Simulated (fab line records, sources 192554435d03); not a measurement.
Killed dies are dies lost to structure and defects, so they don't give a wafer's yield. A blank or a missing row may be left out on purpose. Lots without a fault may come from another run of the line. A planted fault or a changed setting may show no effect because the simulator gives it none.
Chamber matching | flow n5_finfet | N5_BEOL_M13_DEP_53 on pecvd-03: 3 sister chambers
The step deposits SiCN from 3MS/NH3, target thk 50 nm, time 17.8 s. 3 wafers are shown with their chamber, then 7 later ones without.

WAFERS WITH THEIR CHAMBER
wafer  | chamber | throttle_valve_pct (%)
L081.6 | 0       | 19.9
L091.1 | 2       | 17.7
L091.3 | 1       | 16.9

WAFERS WITHOUT THEIR CHAMBER
wafer  | throttle_valve_pct (%)
L091.5 | 17.7
L092.1 | 16.9
L092.2 | 19.7
L092.6 | 19.8
L093.1 | 16.8
L093.4 | 17.1
L093.5 | 17.9

WHICH CHAMBER EACH WENT THROUGH
wafer  | from the rows above | in truth
L091.5 | 2                   | 2
L092.1 | 1                   | 1
L092.2 | 0                   | 0
L092.6 | 0                   | 0
L093.1 | 1                   | 1
L093.4 | 1                   | 1
L093.5 | 2                   | 2
Placed correctly: 7 of 7. Can't be placed from these rows: 0. Placed wrongly: 0.
How it was worked out, from the rows above alone: a wafer's distance from a chamber is the root of the sum, over the readings, of the square of ((its reading less the chamber's mean) divided by the reading's scatter). The wafer belongs to the nearest chamber; if the next one is less than 2 further off, it can't be placed. A chamber's mean is the mean of its shown wafers. The scatter: with one shown wafer a chamber, the root of the mean of the squares of how far each hidden wafer lies from its nearest shown one.
